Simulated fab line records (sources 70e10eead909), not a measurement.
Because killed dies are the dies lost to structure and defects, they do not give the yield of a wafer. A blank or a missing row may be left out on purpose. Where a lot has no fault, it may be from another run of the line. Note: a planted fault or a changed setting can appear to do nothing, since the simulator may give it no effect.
fab line records -- flow nand-harc -- part 2 of 2: steps 5 to 6 of 6
record: lots: 23, wafers: 69, last-day: 34
route steps=1302 shown A_CONTACT@1039
lots with no fault: from the same line, run without faults
start-h: hours from the record's first day to the start of the lot's first wafer shown -- wait-h: hours elapsed since this lot's preceding step -- " identical to the entry in the row above -- L1.1+2: one row covering several wafers at once -- - no value, or no start was given -- * or withheld: withheld -- < > ~ a bound
route shown NAME@n: a module of which the file shows steps, and the number in the route of the first -- usual: mean and standard deviation over wafers with no fault -- same: alike in all rows -- chamber/n: place in a boat -- sites: readings site by site -- _std_site: standard deviation of those values -- _edge_site: mean of outer sites minus mean of inner sites -- radius-mm: for every site, how far away it sits from the centre of the wafer -- mask NAME#n: copy n -- behind: the tool/chamber that last shaped the wafer -- hold: cause of the lot's hold/its duration in hours/its outcome -- device: the n, p or np transistor that did not switch -- end of line: the route-end tests of the same wafers -- step lacking rows: just its recipe -- killed: count of dies lost to structure and defects at first sort (not the wafer's yield) -- map: a wafer's dies, marking killed ones x, the rest . and places with no die _
set.NAME: setting as actually run; set.NAME@STEP: the setting as run at that earlier step -- model.NAME: the simulator's own value behind a step, which no gauge read
a sample of lots followed through the steps of the route, with each step as a table and each wafer as a row
services: the hour from which a tool's chamber was out of use, counted from the record's first day as start-h (under 0 if before that day), plus the number of hours and why
== steps ==
step: NHARC_A_CONTACT_ETCH_136
recipe: source-w: withheld, pressure-mtorr: 20, bias-v: 1200, time-s: 311, target-depth-a: 19120, ar-flow-sccm: withheld, c4f8-flow-sccm: withheld, o2-flow-sccm: withheld, chemistry: C4F8/O2/Ar
usual: chamber-pressure-mTorr: 20.001/0.017
lot.wafer,tool,chamber,start-h,wait-h,chamber-pressure-mTorr,rf-hours-counter-h
L075.1,har-cap-etch-02,0,524.54,0.2,19.988,90
L075.2,har-cap-etch-02,1,524.54,0.2,19.992,90
L075.5,har-cap-etch-02,1,524.54,0.2,20.015,-
L074.1,har-cap-etch-02,0,528.53,0.2,20.024,91
L074.3,har-cap-etch-02,0,528.53,0.2,20.013,-
L074.6,har-cap-etch-02,1,528.53,0.2,20.029,-
L076.1,har-cap-etch-03,0,529.27,0.2,19.962,47
L076.3,har-cap-etch-03,0,529.27,0.2,20.027,-
L076.5,har-cap-etch-03,0,529.27,0.2,19.982,-
L077.2,har-cap-etch-02,0,543.90,0.3,19.995,94
L077.3,har-cap-etch-02,0,543.90,0.3,20.014,-
L077.5,har-cap-etch-02,0,543.90,0.3,20.008,-
L078.2,har-cap-etch-03,0,544.01,0.2,19.976,50
L078.3,har-cap-etch-03,0,544.01,0.2,19.961,-
L078.5,har-cap-etch-03,1,544.01,0.2,20.045,-
L079.3,har-cap-etch-03,1,565.62,0.2,20.002,-
L079.5,har-cap-etch-03,1,565.62,0.2,19.990,-
L079.6,har-cap-etch-03,0,565.62,0.2,19.993,-
L080.1,har-cap-etch-02,1,583.15,0.3,20.014,100
L080.4,har-cap-etch-02,1,583.15,0.3,20.031,-
L080.6,har-cap-etch-02,1,583.15,0.3,20.007,-
L081.2,har-cap-etch-03,0,584.84,0.4,20.022,57
L081.1,har-cap-etch-03,1,584.84,0.4,20.009,57
L081.5,har-cap-etch-03,1,584.84,0.4,19.963,-
L082.2,har-cap-etch-01,1,596.19,0.2,19.990,14
L082.3,har-cap-etch-01,0,596.19,0.2,19.999,-
L082.5,har-cap-etch-01,0,596.19,0.2,20.026,-
L084.2,har-cap-etch-03,0,612.13,0.3,20.031,62
L084.5,har-cap-etch-03,1,612.13,0.3,20.019,-
L084.6,har-cap-etch-03,0,612.13,0.3,20.006,-
L083.2,har-cap-etch-01,1,621.21,0.2,20.001,18
L083.1,har-cap-etch-01,0,621.21,0.2,20.020,18
L083.4,har-cap-etch-01,0,621.21,0.2,19.996,-
L085.4,har-cap-etch-01,0,632.96,0.2,20.015,-
L085.3,har-cap-etch-01,1,632.96,0.2,20.018,-
L085.5,har-cap-etch-01,0,632.96,0.2,19.985,-
L090.3,har-cap-etch-03,1,659.22,0.2,20.004,-
L090.5,har-cap-etch-03,0,659.22,0.2,20.029,-
L090.6,har-cap-etch-03,1,659.22,0.2,20.005,-
L087.1,har-cap-etch-02,0,660.70,0.2,19.996,115
L087.3,har-cap-etch-02,0,660.70,0.2,20.009,-
L087.6,har-cap-etch-02,0,660.70,0.2,20.012,-
L088.4,har-cap-etch-01,1,678.17,0.2,19.995,-
L088.5,har-cap-etch-01,1,678.17,0.2,20.023,-
L088.6,har-cap-etch-01,0,678.17,0.2,20.000,-
L089.2,har-cap-etch-03,1,681.39,0.2,20.020,75
L089.4,har-cap-etch-03,0,681.39,0.2,19.999,-
L089.5,har-cap-etch-03,1,681.39,0.2,19.988,-
L092.1,har-cap-etch-02,0,685.07,0.2,20.012,119
L092.3,har-cap-etch-02,0,685.07,0.2,20.031,-
L092.4,har-cap-etch-02,1,685.07,0.2,20.019,-
L091.2,har-cap-etch-02,1,687.07,0.2,20.008,121
L091.1,har-cap-etch-02,0,687.07,0.2,20.020,121
L091.5,har-cap-etch-02,1,687.07,0.2,19.975,-
L094.2,har-cap-etch-03,1,704.98,0.3,20.002,78
L094.3,har-cap-etch-03,1,704.98,0.3,19.979,-
L094.4,har-cap-etch-03,0,704.98,0.3,20.005,-
L093.1,har-cap-etch-02,0,705.68,0.2,20.019,124
L093.2,har-cap-etch-02,1,705.68,0.2,19.990,124
L093.6,har-cap-etch-02,1,705.68,0.2,19.997,-
L095.1,har-cap-etch-02,0,728.54,0.2,19.982,125
L095.2,har-cap-etch-02,1,728.54,0.2,19.988,125
L095.5,har-cap-etch-02,0,728.54,0.2,19.991,-
L096.1,har-cap-etch-03,0,749.41,0.2,19.995,83
L096.4,har-cap-etch-03,0,749.41,0.2,19.998,-
L096.6,har-cap-etch-03,1,749.41,0.2,19.978,-
L097.1,har-cap-etch-01,1,766.88,0.2,20.028,45
L097.3,har-cap-etch-01,1,766.88,0.2,19.990,-
L097.5,har-cap-etch-01,0,766.88,0.2,20.014,-
step: NHARC_A_CONTACT_STRIP_26
recipe: o2-flow-sccm: 500, ar-flow-sccm: 0, bias-w: 0, chemistry: O2
usual: chamber-pressure-mTorr: 60.00/0.051, drypump-motor-current-A: 5.6/0.44, oes-product-au: 1.007/0.013, rf-vpp-V: 57.9/0.85, showerhead-plenum-p-Torr: 3.59/0.15, throttle-valve-pct: 17.037/0.0096
lot.wafer,tool,chamber,start-h,wait-h,chamber-pressure-mTorr,drypump-motor-current-A,oes-product-au,rf-hours-counter-h,rf-vpp-V,showerhead-plenum-p-Torr,throttle-valve-pct
L075.1,rie-diel-03,1,-,-,59.98,5.8,1.019,8,57.3,3.38,17.036
L075.2,rie-diel-03,0,-,-,59.98,5.5,0.996,10,58.9,3.80,17.054
L075.5,rie-diel-03,2,-,-,60.01,6.3,0.998,-,58.8,3.57,17.040
L074.1,rie-diel-03,3,-,-,59.99,4.9,1.017,12,59.2,3.70,17.045
L074.3,rie-diel-03,0,-,-,60.05,5.5,0.993,11,57.2,3.80,17.048
L074.6,rie-diel-03,0,-,-,60.00,5.5,0.999,-,58.6,3.80,17.045
L076.3,rie-diel-11,2,-,-,59.98,6.1,0.982,30,58.6,3.73,17.040
L076.1,rie-diel-11,0,-,-,59.96,5.6,0.981,29,58.5,3.66,17.041
L076.5,rie-diel-11,3,-,-,60.03,6.1,1.020,-,58.8,3.50,17.029
L078.2,rie-diel-10,1,-,-,60.07,5.2,1.008,29,58.5,3.57,17.039
L078.3,rie-diel-10,2,-,-,60.02,5.7,0.996,47,57.2,3.46,17.028
L078.5,rie-diel-10,1,-,-,60.10,5.2,1.004,-,56.8,3.57,17.031
L077.2,rie-diel-03,0,-,-,60.03,5.5,0.992,15,58.4,3.80,17.045
L077.3,rie-diel-03,2,-,-,60.04,6.3,0.994,12,59.3,3.57,17.039
L077.5,rie-diel-03,0,-,-,60.00,5.4,0.994,-,57.8,3.80,17.042
L079.3,rie-diel-10,3,-,-,60.02,5.9,1.011,54,58.6,3.78,17.037
L079.5,rie-diel-10,1,-,-,59.96,5.2,1.004,-,58.6,3.56,17.028
L079.6,rie-diel-10,2,-,-,60.02,5.7,0.999,-,58.0,3.46,17.030
L080.1,rie-diel-03,3,-,-,59.95,4.9,1.018,20,59.4,3.69,17.037
L080.4,rie-diel-03,2,-,-,60.05,6.3,1.003,18,59.0,3.57,17.012
L080.6,rie-diel-03,3,-,-,59.96,4.9,1.015,-,57.7,3.69,17.016
L081.1,rie-diel-10,3,-,-,60.13,5.9,0.999,59,59.1,3.77,17.036
L081.2,rie-diel-10,0,-,-,59.96,5.7,0.981,52,58.9,3.47,17.039
L081.5,rie-diel-10,3,-,-,60.10,5.9,1.000,-,58.6,3.77,17.040
L082.2,rie-diel-03,1,-,-,59.94,5.8,1.037,21,58.4,3.37,17.055
L082.3,rie-diel-03,3,-,-,59.90,4.9,1.021,23,58.1,3.69,17.038
L082.5,rie-diel-03,1,-,-,60.03,5.8,1.029,-,58.3,3.37,17.023
L084.2,rie-diel-03,3,-,-,60.05,4.9,1.012,27,58.0,3.69,17.039
L084.5,rie-diel-03,2,-,-,59.96,6.3,0.989,-,58.1,3.57,17.028
L084.6,rie-diel-03,3,-,-,59.97,5.0,1.007,-,58.6,3.69,17.025
L083.4,rie-diel-03,0,-,-,59.99,5.5,1.011,26,58.6,3.79,17.034
L083.2,rie-diel-03,2,-,-,60.05,6.3,0.992,26,57.6,3.57,17.015
L083.1,rie-diel-03,3,-,-,59.97,4.9,1.006,28,57.9,3.69,17.048
L085.4,rie-diel-03,1,-,-,60.01,5.8,1.021,26,57.2,3.37,17.060
L085.3,rie-diel-03,2,-,-,60.01,6.3,0.996,28,57.0,3.56,17.057
L085.5,rie-diel-03,0,-,-,60.00,5.5,1.006,-,58.7,3.79,17.027
L090.3,rie-diel-03,2,-,-,60.02,6.3,1.010,6,58.1,3.56,17.020
L090.6,rie-diel-03,3,-,-,60.06,4.9,1.015,-,59.0,3.68,17.046
L090.5,rie-diel-03,0,-,-,59.97,5.5,1.003,-,57.2,3.79,17.055
L087.1,rie-diel-03,1,-,-,59.93,5.8,1.004,6,56.8,3.37,17.038
L087.3,rie-diel-03,3,-,-,59.98,4.9,1.015,5,58.6,3.68,17.031
L087.6,rie-diel-03,2,-,-,60.02,6.3,1.010,-,58.7,3.56,17.023
L088.6,rie-diel-11,3,-,-,59.93,6.0,1.007,-,58.9,3.47,17.028
L088.5,rie-diel-11,0,-,-,60.05,5.6,0.975,-,57.8,3.63,17.021
L088.4,rie-diel-11,1,-,-,59.96,5.5,0.977,-,57.5,3.73,17.039
L089.2,rie-diel-03,3,-,-,60.03,5.0,1.023,8,57.5,3.68,17.028
L089.4,rie-diel-03,0,-,-,59.97,5.5,1.012,6,57.8,3.79,17.025
L089.5,rie-diel-03,3,-,-,60.00,5.0,1.029,-,57.8,3.68,17.026
L092.3,rie-diel-03,2,-,-,60.02,6.3,1.015,11,57.6,3.56,17.028
L092.4,rie-diel-03,0,-,-,60.06,5.5,1.008,8,58.0,3.79,17.032
L092.1,rie-diel-03,1,-,-,60.00,5.8,0.990,10,56.5,3.37,17.030
L091.1,rie-diel-10,2,-,-,59.97,5.7,1.008,25,55.7,3.44,17.026
L091.2,rie-diel-10,3,-,-,59.90,5.9,1.018,31,57.2,3.75,17.028
L091.5,rie-diel-10,2,-,-,59.92,5.7,1.002,-,56.6,3.44,17.039
L094.4,rie-diel-03,2,-,-,60.00,6.3,1.019,13,57.1,3.56,17.045
L094.3,rie-diel-03,3,-,-,60.03,4.9,1.016,11,58.7,3.68,17.030
L094.2,rie-diel-03,0,-,-,59.99,5.5,1.012,10,58.6,3.79,17.045
L093.2,rie-diel-03,3,-,-,60.02,5.0,1.016,11,58.8,3.68,17.039
L093.1,rie-diel-03,2,-,-,60.04,6.3,1.010,13,58.8,3.56,17.028
L093.6,rie-diel-03,3,-,-,60.07,5.0,1.014,-,57.7,3.68,17.031
L095.1,rie-diel-03,2,-,-,60.01,6.3,1.013,14,57.4,3.56,17.037
L095.2,rie-diel-03,1,-,-,60.03,5.8,0.994,15,58.2,3.36,17.032
L095.5,rie-diel-03,3,-,-,59.93,5.0,1.017,-,57.9,3.68,17.035
L096.1,rie-diel-10,1,-,-,59.98,5.2,0.998,45,58.2,3.53,17.050
L096.4,rie-diel-10,2,-,-,59.94,5.7,1.013,45,57.4,3.43,17.052
L096.6,rie-diel-10,0,-,-,60.01,5.6,1.019,-,57.6,3.44,17.030
L097.1,rie-diel-03,2,-,-,60.01,6.3,1.006,22,57.7,3.55,17.052
L097.3,rie-diel-03,1,-,-,59.94,5.8,1.001,23,57.8,3.36,17.045
L097.5,rie-diel-03,3,-,-,60.12,5.0,1.033,-,57.4,3.67,17.021
== services ==
tool,chamber,start-h,hours,kind
rie-diel-03,0,491.83,-,clean
rie-diel-03,1,491.83,-,clean
rie-diel-03,2,491.83,-,clean
rie-diel-03,3,491.83,-,clean
har-cap-etch-01,-,497.00,17.0,pm
rie-diel-03,0,516.33,-,clean
rie-diel-03,1,516.33,-,clean
rie-diel-03,2,516.33,-,clean
rie-diel-03,3,516.33,-,clean
rie-diel-11,0,520.39,3.2,repair
rie-diel-03,2,530.60,5.0,repair
rie-diel-03,0,540.83,-,clean
har-cap-etch-02,-,587.83,0.1,repair
rie-diel-10,-,596.86,9.0,pm
rie-diel-11,-,609.89,9.0,pm
rie-diel-03,-,635.30,9.0,pm
rie-diel-11,-,640.23,0.9,repair
rie-diel-11,2,649.12,6.7,repair
rie-diel-03,3,662.92,3.0,repair
rie-diel-11,2,673.69,7.5,repair
rie-diel-11,3,714.27,8.0,repair
rie-diel-03,2,723.60,6.0,repair
rie-diel-10,3,734.25,3.3,repair
har-cap-etch-02,-,756.04,17.0,pm
